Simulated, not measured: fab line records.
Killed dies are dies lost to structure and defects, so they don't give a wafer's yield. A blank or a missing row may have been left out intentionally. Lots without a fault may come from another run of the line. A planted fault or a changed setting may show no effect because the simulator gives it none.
fab line records || flow nand_harc || part 2 of 2: steps 22 to 31 of 31
[record] {"lots": 5, "wafers": 15, "last_day": 24}
route steps=1159 shown P_M1@293 P_M2@318
lots that met no fault: from a run of the same line without faults
start_h: hours from the record's first day to the start of the lot's first wafer shown || wait_h: time in hours since the lot's previous step || " as in the row above || L1.1+2: a single row standing in for several wafers || - either no value or no given start || * or withheld: withheld || < > ~ a bound
route shown NAME@n: a module of which the file shows steps, and the number in the route of the first || usual: mean/standard deviation of fault-free wafers || same: alike in all rows || chamber/n: place in a boat || sites: the reading at each site || _std_site: how widely they spread, as a standard deviation || _edge_site: inner sites' mean taken away from outer sites' mean || radius_mm: how far each site lies from the wafer's centre || mask NAME#n: copy n || behind: the most recent tool/chamber to have shaped the wafer || hold: why the lot went on hold/how many hours it stayed there/how the hold came to an end || device: the n, p or np transistor that did not switch || end of line: the tests these same wafers got at the end of their route || where a step has no rows: the recipe by itself || killed: count of dies lost to structure and defects at first sort (not the wafer's yield) || map: per-die view of a wafer (x killed, . not killed, _ where there is no die)
set.NAME: the setting the step ran with; set.NAME@STEP: the setting that earlier step ran with || model.NAME: the simulator's own value behind a step, which no gauge read
a table for each step, a row for each wafer; lots at some steps of the route
services: from which hour (start_h, from the record's first day; less than 0 if before it) a tool's chamber was out of use, for how many hours, and why
[[steps]]
[step NHARC_P_M1_INSPECT_27]
[usual] {"raw_defect_count": "327/120"}
{"lot.wafer": "L078.1", "tool": "defect_inspect-01", "chamber": "-", "start_h": 149.06, "wait_h": 0.0, "raw_defect_count": 372}
{"lot.wafer": "L078.5", "tool": "defect_inspect-01", "chamber": "-", "start_h": 149.06, "wait_h": 0.0, "raw_defect_count": 209}
{"lot.wafer": "L078.6", "tool": "defect_inspect-01", "chamber": "-", "start_h": 149.06, "wait_h": 0.0, "raw_defect_count": 202}
{"lot.wafer": "L081.1", "tool": "defect_inspect-02", "chamber": "-", "start_h": 167.50, "wait_h": 0.0, "raw_defect_count": 258}
{"lot.wafer": "L081.5", "tool": "defect_inspect-02", "chamber": "-", "start_h": 167.50, "wait_h": 0.0, "raw_defect_count": 341}
{"lot.wafer": "L081.6", "tool": "defect_inspect-02", "chamber": "-", "start_h": 167.50, "wait_h": 0.0, "raw_defect_count": 457}
{"lot.wafer": "L090.2", "tool": "defect_inspect-01", "chamber": "-", "start_h": 221.80, "wait_h": 0.0, "raw_defect_count": 143}
{"lot.wafer": "L090.4", "tool": "defect_inspect-01", "chamber": "-", "start_h": 221.80, "wait_h": 0.0, "raw_defect_count": 226}
{"lot.wafer": "L090.6", "tool": "defect_inspect-01", "chamber": "-", "start_h": 221.80, "wait_h": 0.0, "raw_defect_count": 373}
{"lot.wafer": "L094.1", "tool": "defect_inspect-01", "chamber": "-", "start_h": 245.82, "wait_h": 0.0, "raw_defect_count": 594}
{"lot.wafer": "L094.5", "tool": "defect_inspect-01", "chamber": "-", "start_h": 245.82, "wait_h": 0.0, "raw_defect_count": 474}
{"lot.wafer": "L094.6", "tool": "defect_inspect-01", "chamber": "-", "start_h": 245.82, "wait_h": 0.0, "raw_defect_count": 267}
{"lot.wafer": "L093.2", "tool": "defect_inspect-01", "chamber": "-", "start_h": 252.07, "wait_h": 0.0, "raw_defect_count": 378}
{"lot.wafer": "L093.5", "tool": "defect_inspect-01", "chamber": "-", "start_h": 252.07, "wait_h": 0.0, "raw_defect_count": 555}
{"lot.wafer": "L093.6", "tool": "defect_inspect-01", "chamber": "-", "start_h": 252.07, "wait_h": 0.0, "raw_defect_count": 264}
[step NHARC_P_M1_PRE_CLEAN_32]
[recipe] {"time_s": 12, "temp_c": 370, "rf_power_w": 300, "gas": "NH3"}
[usual] {"heater_power_outer_w": "332/41", "heater_power_w": "603/73", "rf_fwd_power_W": "292.5/0.87"}
{"lot.wafer": "L078.1", "tool": "pecvd-02", "chamber": 2, "start_h": 149.15, "wait_h": 0.1, "heater_power_outer_w": 383, "heater_power_w": 713, "rf_fwd_power_W": 292.4}
{"lot.wafer": "L078.5", "tool": "pecvd-02", "chamber": 1, "start_h": 149.15, "wait_h": 0.1, "heater_power_outer_w": 325, "heater_power_w": 557, "rf_fwd_power_W": 293.7}
{"lot.wafer": "L078.6", "tool": "pecvd-02", "chamber": 2, "start_h": 149.15, "wait_h": 0.1, "heater_power_outer_w": 381, "heater_power_w": 721, "rf_fwd_power_W": 292.6}
{"lot.wafer": "L081.1", "tool": "pecvd-02", "chamber": 2, "start_h": 167.59, "wait_h": 0.1, "heater_power_outer_w": 323, "heater_power_w": 643, "rf_fwd_power_W": 292.8}
{"lot.wafer": "L081.5", "tool": "pecvd-02", "chamber": 0, "start_h": 167.59, "wait_h": 0.1, "heater_power_outer_w": 280, "heater_power_w": 515, "rf_fwd_power_W": 291.7}
{"lot.wafer": "L081.6", "tool": "pecvd-02", "chamber": 1, "start_h": 167.59, "wait_h": 0.1, "heater_power_outer_w": 245, "heater_power_w": 450, "rf_fwd_power_W": 290.7}
{"lot.wafer": "L090.2", "tool": "pecvd-01", "chamber": 1, "start_h": 222.01, "wait_h": 0.2, "heater_power_outer_w": 281, "heater_power_w": 566, "rf_fwd_power_W": 292.9}
{"lot.wafer": "L090.4", "tool": "pecvd-01", "chamber": 2, "start_h": 222.01, "wait_h": 0.2, "heater_power_outer_w": 354, "heater_power_w": 616, "rf_fwd_power_W": 293.7}
{"lot.wafer": "L090.6", "tool": "pecvd-01", "chamber": 0, "start_h": 222.01, "wait_h": 0.2, "heater_power_outer_w": 410, "heater_power_w": 691, "rf_fwd_power_W": 292.0}
{"lot.wafer": "L094.1", "tool": "pecvd-04", "chamber": 2, "start_h": 245.98, "wait_h": 0.2, "heater_power_outer_w": 357, "heater_power_w": 649, "rf_fwd_power_W": 293.3}
{"lot.wafer": "L094.6", "tool": "pecvd-04", "chamber": 2, "start_h": 245.98, "wait_h": 0.2, "heater_power_outer_w": 363, "heater_power_w": 642, "rf_fwd_power_W": 292.0}
{"lot.wafer": "L094.5", "tool": "pecvd-04", "chamber": 1, "start_h": 245.98, "wait_h": 0.2, "heater_power_outer_w": 362, "heater_power_w": 595, "rf_fwd_power_W": 291.9}
{"lot.wafer": "L093.2", "tool": "pecvd-02", "chamber": 0, "start_h": 252.16, "wait_h": 0.1, "heater_power_outer_w": 294, "heater_power_w": 562, "rf_fwd_power_W": 292.4}
{"lot.wafer": "L093.5", "tool": "pecvd-02", "chamber": 1, "start_h": 252.16, "wait_h": 0.1, "heater_power_outer_w": 279, "heater_power_w": 506, "rf_fwd_power_W": 290.9}
{"lot.wafer": "L093.6", "tool": "pecvd-02", "chamber": 2, "start_h": 252.16, "wait_h": 0.1, "heater_power_outer_w": 345, "heater_power_w": 654, "rf_fwd_power_W": 291.0}
[step NHARC_P_M1_DEP_33]
[recipe] {"target_thk_a": 300, "temp_c": 370, "target_thk_nm": 30, "pressure_torr": 3, "flow_sccm": 200, "rf_w": 450, "material": "SiCN"}
[usual] {"heater_power_outer_w": "290/40", "heater_power_w": "546/75", "rf_fwd_power_W": "448.9/1.5"}
{"lot.wafer": "L078.1", "tool": "pecvd-02", "chamber": 2, "start_h": 149.31, "wait_h": 0.1, "heater_power_outer_w": 347, "heater_power_w": 689, "rf_fwd_power_W": 449.3}
{"lot.wafer": "L078.5", "tool": "pecvd-02", "chamber": 1, "start_h": 149.31, "wait_h": 0.1, "heater_power_outer_w": 312, "heater_power_w": 531, "rf_fwd_power_W": 451.6}
{"lot.wafer": "L078.6", "tool": "pecvd-02", "chamber": 2, "start_h": 149.31, "wait_h": 0.1, "heater_power_outer_w": 350, "heater_power_w": 673, "rf_fwd_power_W": 448.1}
{"lot.wafer": "L081.1", "tool": "pecvd-02", "chamber": 2, "start_h": 167.73, "wait_h": 0.1, "heater_power_outer_w": 306, "heater_power_w": 619, "rf_fwd_power_W": 448.2}
{"lot.wafer": "L081.5", "tool": "pecvd-02", "chamber": 0, "start_h": 167.73, "wait_h": 0.1, "heater_power_outer_w": 235, "heater_power_w": 470, "rf_fwd_power_W": 447.1}
{"lot.wafer": "L081.6", "tool": "pecvd-02", "chamber": 1, "start_h": 167.73, "wait_h": 0.1, "heater_power_outer_w": 229, "heater_power_w": 423, "rf_fwd_power_W": 450.9}
{"lot.wafer": "L090.2", "tool": "pecvd-01", "chamber": 1, "start_h": 222.15, "wait_h": 0.1, "heater_power_outer_w": 265, "heater_power_w": 522, "rf_fwd_power_W": 449.4}
{"lot.wafer": "L090.4", "tool": "pecvd-01", "chamber": 2, "start_h": 222.15, "wait_h": 0.1, "heater_power_outer_w": 327, "heater_power_w": 572, "rf_fwd_power_W": 450.2}
{"lot.wafer": "L090.6", "tool": "pecvd-01", "chamber": 0, "start_h": 222.15, "wait_h": 0.1, "heater_power_outer_w": 342, "heater_power_w": 615, "rf_fwd_power_W": 450.2}
{"lot.wafer": "L094.1", "tool": "pecvd-04", "chamber": 2, "start_h": 246.10, "wait_h": 0.1, "heater_power_outer_w": 322, "heater_power_w": 575, "rf_fwd_power_W": 449.6}
{"lot.wafer": "L094.6", "tool": "pecvd-04", "chamber": 2, "start_h": 246.10, "wait_h": 0.1, "heater_power_outer_w": 304, "heater_power_w": 577, "rf_fwd_power_W": 447.8}
{"lot.wafer": "L094.5", "tool": "pecvd-04", "chamber": 1, "start_h": 246.10, "wait_h": 0.1, "heater_power_outer_w": 327, "heater_power_w": 550, "rf_fwd_power_W": 450.8}
{"lot.wafer": "L093.2", "tool": "pecvd-02", "chamber": 0, "start_h": 252.30, "wait_h": 0.1, "heater_power_outer_w": 271, "heater_power_w": 499, "rf_fwd_power_W": 447.9}
{"lot.wafer": "L093.5", "tool": "pecvd-02", "chamber": 1, "start_h": 252.30, "wait_h": 0.1, "heater_power_outer_w": 231, "heater_power_w": 440, "rf_fwd_power_W": 449.5}
{"lot.wafer": "L093.6", "tool": "pecvd-02", "chamber": 2, "start_h": 252.30, "wait_h": 0.1, "heater_power_outer_w": 315, "heater_power_w": 622, "rf_fwd_power_W": 449.5}
[step NHARC_P_M2_DEP_00]
[recipe] {"target_thk_a": 1825, "target_thk_nm": 182.5, "temp_c": "withheld", "pressure_torr": 5, "flow_sccm": 200, "rf_w": 600, "material": "SiOC"}
[usual] {"rf_fwd_power_W": "598.3/1.9"}
{"lot.wafer": "L078.1", "tool": "pecvd-01", "chamber": 0, "start_h": 149.88, "wait_h": 0.5, "rf_fwd_power_W": 598.3}
{"lot.wafer": "L078.6", "tool": "pecvd-01", "chamber": 2, "start_h": 149.88, "wait_h": 0.5, "rf_fwd_power_W": 598.6}
{"lot.wafer": "L078.5", "tool": "pecvd-01", "chamber": 0, "start_h": 149.88, "wait_h": 0.5, "rf_fwd_power_W": 600.8}
{"lot.wafer": "L081.1", "tool": "pecvd-04", "chamber": 0, "start_h": 168.06, "wait_h": "-", "rf_fwd_power_W": 597.5}
{"lot.wafer": "L081.5", "tool": "pecvd-04", "chamber": 0, "start_h": 168.06, "wait_h": "-", "rf_fwd_power_W": 595.7}
{"lot.wafer": "L081.6", "tool": "pecvd-04", "chamber": 2, "start_h": 168.06, "wait_h": "-", "rf_fwd_power_W": 596.6}
{"lot.wafer": "L090.2", "tool": "pecvd-02", "chamber": 1, "start_h": 222.57, "wait_h": "-", "rf_fwd_power_W": 600.2}
{"lot.wafer": "L090.6", "tool": "pecvd-02", "chamber": 2, "start_h": 222.57, "wait_h": "-", "rf_fwd_power_W": 600.9}
{"lot.wafer": "L090.4", "tool": "pecvd-02", "chamber": 0, "start_h": 222.57, "wait_h": "-", "rf_fwd_power_W": 597.0}
{"lot.wafer": "L094.1", "tool": "pecvd-04", "chamber": 1, "start_h": 246.63, "wait_h": 0.5, "rf_fwd_power_W": 596.9}
{"lot.wafer": "L094.6", "tool": "pecvd-04", "chamber": 1, "start_h": 246.63, "wait_h": 0.5, "rf_fwd_power_W": 600.0}
{"lot.wafer": "L094.5", "tool": "pecvd-04", "chamber": 2, "start_h": 246.63, "wait_h": 0.5, "rf_fwd_power_W": 600.4}
{"lot.wafer": "L093.2", "tool": "pecvd-01", "chamber": 2, "start_h": 252.67, "wait_h": "-", "rf_fwd_power_W": 596.4}
{"lot.wafer": "L093.6", "tool": "pecvd-01", "chamber": 1, "start_h": 252.67, "wait_h": "-", "rf_fwd_power_W": 598.4}
{"lot.wafer": "L093.5", "tool": "pecvd-01", "chamber": 2, "start_h": 252.67, "wait_h": "-", "rf_fwd_power_W": 597.4}
[step NHARC_P_M2_DEHYDRATE_01]
[recipe] {"temp_c": 150, "time_s": 120}
[usual] {"plate_temp_C": "149.98/0.14", "resist_line_temp_C": "22.98/0.1"}
{"lot.wafer": "L078.1", "tool": "litho_track-04", "chamber": 0, "start_h": 150.22, "wait_h": "-", "plate_temp_C": 150.02, "resist_line_temp_C": 22.93}
{"lot.wafer": "L078.5", "tool": "litho_track-04", "chamber": 0, "start_h": 150.22, "wait_h": "-", "plate_temp_C": 149.77, "resist_line_temp_C": 23.00}
{"lot.wafer": "L078.6", "tool": "litho_track-04", "chamber": 0, "start_h": 150.22, "wait_h": "-", "plate_temp_C": 149.76, "resist_line_temp_C": 22.92}
{"lot.wafer": "L081.1", "tool": "litho_track-01", "chamber": 0, "start_h": 168.46, "wait_h": "-", "plate_temp_C": 150.22, "resist_line_temp_C": 23.21}
{"lot.wafer": "L081.5", "tool": "litho_track-01", "chamber": 0, "start_h": 168.46, "wait_h": "-", "plate_temp_C": 149.97, "resist_line_temp_C": 22.90}
{"lot.wafer": "L081.6", "tool": "litho_track-01", "chamber": 0, "start_h": 168.46, "wait_h": "-", "plate_temp_C": 149.87, "resist_line_temp_C": 23.08}
{"lot.wafer": "L090.2", "tool": "litho_track-04", "chamber": 0, "start_h": 222.89, "wait_h": "-", "plate_temp_C": 150.19, "resist_line_temp_C": 23.10}
{"lot.wafer": "L090.4", "tool": "litho_track-04", "chamber": 0, "start_h": 222.89, "wait_h": "-", "plate_temp_C": 150.11, "resist_line_temp_C": 23.03}
{"lot.wafer": "L090.6", "tool": "litho_track-04", "chamber": 0, "start_h": 222.89, "wait_h": "-", "plate_temp_C": 150.06, "resist_line_temp_C": 23.07}
{"lot.wafer": "L094.1", "tool": "litho_track-04", "chamber": 0, "start_h": 247.17, "wait_h": 0.5, "plate_temp_C": 149.91, "resist_line_temp_C": 22.93}
{"lot.wafer": "L094.5", "tool": "litho_track-04", "chamber": 0, "start_h": 247.17, "wait_h": 0.5, "plate_temp_C": 150.01, "resist_line_temp_C": 22.88}
{"lot.wafer": "L094.6", "tool": "litho_track-04", "chamber": 0, "start_h": 247.17, "wait_h": 0.5, "plate_temp_C": 150.09, "resist_line_temp_C": 22.98}
{"lot.wafer": "L093.2", "tool": "litho_track-06", "chamber": 0, "start_h": 253.03, "wait_h": "-", "plate_temp_C": 149.81, "resist_line_temp_C": 23.00}
{"lot.wafer": "L093.5", "tool": "litho_track-06", "chamber": 0, "start_h": 253.03, "wait_h": "-", "plate_temp_C": 150.01, "resist_line_temp_C": 22.98}
{"lot.wafer": "L093.6", "tool": "litho_track-06", "chamber": 0, "start_h": 253.03, "wait_h": "-", "plate_temp_C": 150.00, "resist_line_temp_C": 22.87}
[step NHARC_P_M2_HMDS_02]
[recipe] {"time_s": 30}
[usual] {"resist_line_temp_C": "23.01/0.11"}
{"lot.wafer": "L078.1", "tool": "litho_track-04", "chamber": 0, "start_h": "-", "wait_h": "-", "resist_line_temp_C": 23.01}
{"lot.wafer": "L078.5", "tool": "litho_track-04", "chamber": 0, "start_h": "-", "wait_h": "-", "resist_line_temp_C": 22.98}
{"lot.wafer": "L078.6", "tool": "litho_track-04", "chamber": 0, "start_h": "-", "wait_h": "-", "resist_line_temp_C": 22.98}
{"lot.wafer": "L081.1", "tool": "litho_track-01", "chamber": 0, "start_h": "-", "wait_h": "-", "resist_line_temp_C": 23.07}
{"lot.wafer": "L081.5", "tool": "litho_track-01", "chamber": 0, "start_h": "-", "wait_h": "-", "resist_line_temp_C": 22.99}
{"lot.wafer": "L081.6", "tool": "litho_track-01", "chamber": 0, "start_h": "-", "wait_h": "-", "resist_line_temp_C": 23.05}
{"lot.wafer": "L090.2", "tool": "litho_track-04", "chamber": 0, "start_h": "-", "wait_h": "-", "resist_line_temp_C": 23.03}
{"lot.wafer": "L090.4", "tool": "litho_track-04", "chamber": 0, "start_h": "-", "wait_h": "-", "resist_line_temp_C": 22.99}
{"lot.wafer": "L090.6", "tool": "litho_track-04", "chamber": 0, "start_h": "-", "wait_h": "-", "resist_line_temp_C": 23.01}
{"lot.wafer": "L094.1", "tool": "litho_track-04", "chamber": 0, "start_h": "-", "wait_h": "-", "resist_line_temp_C": 22.99}
{"lot.wafer": "L094.5", "tool": "litho_track-04", "chamber": 0, "start_h": "-", "wait_h": "-", "resist_line_temp_C": 22.80}
{"lot.wafer": "L094.6", "tool": "litho_track-04", "chamber": 0, "start_h": "-", "wait_h": "-", "resist_line_temp_C": 23.02}
{"lot.wafer": "L093.2", "tool": "litho_track-06", "chamber": 0, "start_h": "-", "wait_h": "-", "resist_line_temp_C": 23.09}
{"lot.wafer": "L093.5", "tool": "litho_track-06", "chamber": 0, "start_h": "-", "wait_h": "-", "resist_line_temp_C": 23.10}
{"lot.wafer": "L093.6", "tool": "litho_track-06", "chamber": 0, "start_h": "-", "wait_h": "-", "resist_line_temp_C": 23.04}
[step NHARC_P_M2_COAT_34]
[recipe] {"temp_c": 200, "time_s": 65}
[usual] {"plate_temp_C": "199.99/0.17", "resist_line_temp_C": "23.00/0.1"}
{"lot.wafer": "L078.1", "tool": "litho_track-04", "chamber": 0, "start_h": "-", "wait_h": "-", "plate_temp_C": 200.28, "resist_line_temp_C": 22.96}
{"lot.wafer": "L078.5", "tool": "litho_track-04", "chamber": 0, "start_h": "-", "wait_h": "-", "plate_temp_C": 200.16, "resist_line_temp_C": 22.99}
{"lot.wafer": "L078.6", "tool": "litho_track-04", "chamber": 0, "start_h": "-", "wait_h": "-", "plate_temp_C": 200.06, "resist_line_temp_C": 23.00}
{"lot.wafer": "L081.1", "tool": "litho_track-01", "chamber": 0, "start_h": "-", "wait_h": "-", "plate_temp_C": 200.03, "resist_line_temp_C": 22.94}
{"lot.wafer": "L081.5", "tool": "litho_track-01", "chamber": 0, "start_h": "-", "wait_h": "-", "plate_temp_C": 199.98, "resist_line_temp_C": 22.96}
{"lot.wafer": "L081.6", "tool": "litho_track-01", "chamber": 0, "start_h": "-", "wait_h": "-", "plate_temp_C": 200.05, "resist_line_temp_C": 23.06}
{"lot.wafer": "L090.2", "tool": "litho_track-04", "chamber": 0, "start_h": "-", "wait_h": "-", "plate_temp_C": 200.19, "resist_line_temp_C": 22.95}
{"lot.wafer": "L090.4", "tool": "litho_track-04", "chamber": 0, "start_h": "-", "wait_h": "-", "plate_temp_C": 200.20, "resist_line_temp_C": 23.00}
{"lot.wafer": "L090.6", "tool": "litho_track-04", "chamber": 0, "start_h": "-", "wait_h": "-", "plate_temp_C": 200.31, "resist_line_temp_C": 22.90}
{"lot.wafer": "L094.1", "tool": "litho_track-04", "chamber": 0, "start_h": "-", "wait_h": "-", "plate_temp_C": 199.86, "resist_line_temp_C": 23.10}
{"lot.wafer": "L094.5", "tool": "litho_track-04", "chamber": 0, "start_h": "-", "wait_h": "-", "plate_temp_C": 199.89, "resist_line_temp_C": 22.99}
{"lot.wafer": "L094.6", "tool": "litho_track-04", "chamber": 0, "start_h": "-", "wait_h": "-", "plate_temp_C": 199.93, "resist_line_temp_C": 23.07}
{"lot.wafer": "L093.2", "tool": "litho_track-06", "chamber": 0, "start_h": "-", "wait_h": "-", "plate_temp_C": 199.89, "resist_line_temp_C": 22.86}
{"lot.wafer": "L093.5", "tool": "litho_track-06", "chamber": 0, "start_h": "-", "wait_h": "-", "plate_temp_C": 199.97, "resist_line_temp_C": 22.96}
{"lot.wafer": "L093.6", "tool": "litho_track-06", "chamber": 0, "start_h": "-", "wait_h": "-", "plate_temp_C": 199.93, "resist_line_temp_C": 22.94}
[step NHARC_P_M2_COAT_03]
[recipe] {"spin_rpm": 1500, "resist_thk_nm": 90}
[usual] {"resist_line_temp_C": "23.00/0.1"}
{"lot.wafer": "L078.1", "tool": "litho_track-04", "chamber": 0, "start_h": "-", "wait_h": "-", "resist_line_temp_C": 23.11}
{"lot.wafer": "L078.5", "tool": "litho_track-04", "chamber": 0, "start_h": "-", "wait_h": "-", "resist_line_temp_C": 23.01}
{"lot.wafer": "L078.6", "tool": "litho_track-04", "chamber": 0, "start_h": "-", "wait_h": "-", "resist_line_temp_C": 23.10}
{"lot.wafer": "L081.1", "tool": "litho_track-01", "chamber": 0, "start_h": "-", "wait_h": "-", "resist_line_temp_C": 23.02}
{"lot.wafer": "L081.5", "tool": "litho_track-01", "chamber": 0, "start_h": "-", "wait_h": "-", "resist_line_temp_C": 22.99}
{"lot.wafer": "L081.6", "tool": "litho_track-01", "chamber": 0, "start_h": "-", "wait_h": "-", "resist_line_temp_C": 22.96}
{"lot.wafer": "L090.2", "tool": "litho_track-04", "chamber": 0, "start_h": "-", "wait_h": "-", "resist_line_temp_C": 22.83}
{"lot.wafer": "L090.4", "tool": "litho_track-04", "chamber": 0, "start_h": "-", "wait_h": "-", "resist_line_temp_C": 22.76}
{"lot.wafer": "L090.6", "tool": "litho_track-04", "chamber": 0, "start_h": "-", "wait_h": "-", "resist_line_temp_C": 22.87}
{"lot.wafer": "L094.1", "tool": "litho_track-04", "chamber": 0, "start_h": "-", "wait_h": "-", "resist_line_temp_C": 23.02}
{"lot.wafer": "L094.5", "tool": "litho_track-04", "chamber": 0, "start_h": "-", "wait_h": "-", "resist_line_temp_C": 23.04}
{"lot.wafer": "L094.6", "tool": "litho_track-04", "chamber": 0, "start_h": "-", "wait_h": "-", "resist_line_temp_C": 22.97}
{"lot.wafer": "L093.2", "tool": "litho_track-06", "chamber": 0, "start_h": "-", "wait_h": "-", "resist_line_temp_C": 22.85}
{"lot.wafer": "L093.5", "tool": "litho_track-06", "chamber": 0, "start_h": "-", "wait_h": "-", "resist_line_temp_C": 22.93}
{"lot.wafer": "L093.6", "tool": "litho_track-06", "chamber": 0, "start_h": "-", "wait_h": "-", "resist_line_temp_C": 22.86}
[step NHARC_P_M2_SOFTBAKE_04]
[recipe] {"temp_c": 105, "time_s": 55}
[usual] {"plate_temp_C": "105.01/0.12", "resist_line_temp_C": "22.98/0.1"}
{"lot.wafer": "L078.1", "tool": "litho_track-04", "chamber": 0, "start_h": "-", "wait_h": "-", "plate_temp_C": 105.10, "resist_line_temp_C": 22.91}
{"lot.wafer": "L078.5", "tool": "litho_track-04", "chamber": 0, "start_h": "-", "wait_h": "-", "plate_temp_C": 105.23, "resist_line_temp_C": 23.07}
{"lot.wafer": "L078.6", "tool": "litho_track-04", "chamber": 0, "start_h": "-", "wait_h": "-", "plate_temp_C": 105.06, "resist_line_temp_C": 22.98}
{"lot.wafer": "L081.1", "tool": "litho_track-01", "chamber": 0, "start_h": "-", "wait_h": "-", "plate_temp_C": 104.72, "resist_line_temp_C": 23.10}
{"lot.wafer": "L081.5", "tool": "litho_track-01", "chamber": 0, "start_h": "-", "wait_h": "-", "plate_temp_C": 104.98, "resist_line_temp_C": 22.93}
{"lot.wafer": "L081.6", "tool": "litho_track-01", "chamber": 0, "start_h": "-", "wait_h": "-", "plate_temp_C": 104.86, "resist_line_temp_C": 22.90}
{"lot.wafer": "L090.2", "tool": "litho_track-04", "chamber": 0, "start_h": "-", "wait_h": "-", "plate_temp_C": 104.86, "resist_line_temp_C": 23.03}
{"lot.wafer": "L090.4", "tool": "litho_track-04", "chamber": 0, "start_h": "-", "wait_h": "-", "plate_temp_C": 104.94, "resist_line_temp_C": 22.85}
{"lot.wafer": "L090.6", "tool": "litho_track-04", "chamber": 0, "start_h": "-", "wait_h": "-", "plate_temp_C": 105.01, "resist_line_temp_C": 22.86}
{"lot.wafer": "L094.1", "tool": "litho_track-04", "chamber": 0, "start_h": "-", "wait_h": "-", "plate_temp_C": 105.05, "resist_line_temp_C": 22.93}
{"lot.wafer": "L094.5", "tool": "litho_track-04", "chamber": 0, "start_h": "-", "wait_h": "-", "plate_temp_C": 105.03, "resist_line_temp_C": 22.81}
{"lot.wafer": "L094.6", "tool": "litho_track-04", "chamber": 0, "start_h": "-", "wait_h": "-", "plate_temp_C": 105.02, "resist_line_temp_C": 22.72}
{"lot.wafer": "L093.2", "tool": "litho_track-06", "chamber": 0, "start_h": "-", "wait_h": "-", "plate_temp_C": 105.03, "resist_line_temp_C": 22.84}
{"lot.wafer": "L093.5", "tool": "litho_track-06", "chamber": 0, "start_h": "-", "wait_h": "-", "plate_temp_C": 105.14, "resist_line_temp_C": 23.05}
{"lot.wafer": "L093.6", "tool": "litho_track-06", "chamber": 0, "start_h": "-", "wait_h": "-", "plate_temp_C": 104.70, "resist_line_temp_C": 22.90}
[step NHARC_P_M2_EBR_05]
[usual] {"resist_line_temp_C": "22.99/0.087"}
{"lot.wafer": "L078.1", "tool": "litho_track-04", "chamber": 0, "start_h": "-", "wait_h": "-", "resist_line_temp_C": 23.07}
{"lot.wafer": "L078.5", "tool": "litho_track-04", "chamber": 0, "start_h": "-", "wait_h": "-", "resist_line_temp_C": 23.20}
{"lot.wafer": "L078.6", "tool": "litho_track-04", "chamber": 0, "start_h": "-", "wait_h": "-", "resist_line_temp_C": 23.03}
{"lot.wafer": "L081.1", "tool": "litho_track-01", "chamber": 0, "start_h": "-", "wait_h": "-", "resist_line_temp_C": 23.00}
{"lot.wafer": "L081.5", "tool": "litho_track-01", "chamber": 0, "start_h": "-", "wait_h": "-", "resist_line_temp_C": 23.00}
{"lot.wafer": "L081.6", "tool": "litho_track-01", "chamber": 0, "start_h": "-", "wait_h": "-", "resist_line_temp_C": 22.93}
{"lot.wafer": "L090.2", "tool": "litho_track-04", "chamber": 0, "start_h": "-", "wait_h": "-", "resist_line_temp_C": 22.94}
{"lot.wafer": "L090.4", "tool": "litho_track-04", "chamber": 0, "start_h": "-", "wait_h": "-", "resist_line_temp_C": 22.96}
{"lot.wafer": "L090.6", "tool": "litho_track-04", "chamber": 0, "start_h": "-", "wait_h": "-", "resist_line_temp_C": 23.03}
{"lot.wafer": "L094.1", "tool": "litho_track-04", "chamber": 0, "start_h": "-", "wait_h": "-", "resist_line_temp_C": 22.90}
{"lot.wafer": "L094.5", "tool": "litho_track-04", "chamber": 0, "start_h": "-", "wait_h": "-", "resist_line_temp_C": 22.92}
{"lot.wafer": "L094.6", "tool": "litho_track-04", "chamber": 0, "start_h": "-", "wait_h": "-", "resist_line_temp_C": 22.94}
{"lot.wafer": "L093.2", "tool": "litho_track-06", "chamber": 0, "start_h": "-", "wait_h": "-", "resist_line_temp_C": 23.05}
{"lot.wafer": "L093.5", "tool": "litho_track-06", "chamber": 0, "start_h": "-", "wait_h": "-", "resist_line_temp_C": 22.79}
{"lot.wafer": "L093.6", "tool": "litho_track-06", "chamber": 0, "start_h": "-", "wait_h": "-", "resist_line_temp_C": 23.09}
[[services]]
{"tool": "rie_diel-09", "chamber": 3, "start_h": 122.97, "hours": 5.7, "kind": "repair"}
{"tool": "rie_diel-13", "chamber": 3, "start_h": 129.03, "hours": 8.8, "kind": "repair"}
{"tool": "pvd_sputter-01", "chamber": "-", "start_h": 129.11, "hours": 5.5, "kind": "repair"}
{"tool": "rie_diel-13", "chamber": 2, "start_h": 131.68, "hours": 11.2, "kind": "repair"}
{"tool": "pecvd-02", "chamber": 0, "start_h": 135.89, "hours": 16.4, "kind": "repair"}
{"tool": "litho_track-04", "chamber": "-", "start_h": 141.00, "hours": 7.0, "kind": "pm"}
{"tool": "pecvd-02", "chamber": "-", "start_h": 153.00, "hours": 13.0, "kind": "pm"}
{"tool": "pvd_sputter-01", "chamber": "-", "start_h": 158.02, "hours": 10.0, "kind": "pm"}
{"tool": "rie_diel-11", "chamber": "-", "start_h": 164.47, "hours": 1.6, "kind": "repair"}
{"tool": "rie_diel-11", "chamber": 0, "start_h": 169.64, "hours": 10.9, "kind": "repair"}
{"tool": "pecvd-04", "chamber": 0, "start_h": 173.74, "hours": 7.8, "kind": "repair"}
{"tool": "ecd_cu-02", "chamber": "-", "start_h": 180.51, "hours": 8.0, "kind": "pm"}
{"tool": "pvd_sputter-01", "chamber": "-", "start_h": 183.89, "hours": 9.4, "kind": "repair"}
{"tool": "wet_bench-10", "chamber": "-", "start_h": 187.05, "hours": 0.9, "kind": "repair"}
{"tool": "rie_diel-11", "chamber": "-", "start_h": 189.55, "hours": 9.0, "kind": "pm"}
{"tool": "pecvd-04", "chamber": "-", "start_h": 195.22, "hours": 13.0, "kind": "pm"}
{"tool": "pecvd-02", "chamber": 2, "start_h": 203.38, "hours": 2.1, "kind": "repair"}
{"tool": "pvd_sputter-02", "chamber": "-", "start_h": 214.00, "hours": 10.0, "kind": "pm"}
{"tool": "pvd_sputter-03", "chamber": "-", "start_h": 218.39, "hours": 12.4, "kind": "repair"}
{"tool": "rie_diel-11", "chamber": 1, "start_h": 235.34, "hours": 6.8, "kind": "repair"}
{"tool": "pecvd-01", "chamber": "-", "start_h": 237.05, "hours": 13.0, "kind": "pm"}
{"tool": "rie_diel-11", "chamber": "-", "start_h": 245.32, "hours": 0.3, "kind": "repair"}
{"tool": "wet_bench-10", "chamber": "-", "start_h": 247.24, "hours": 8.0, "kind": "pm"}
{"tool": "rie_diel-13", "chamber": "-", "start_h": 252.87, "hours": 1.6, "kind": "repair"}
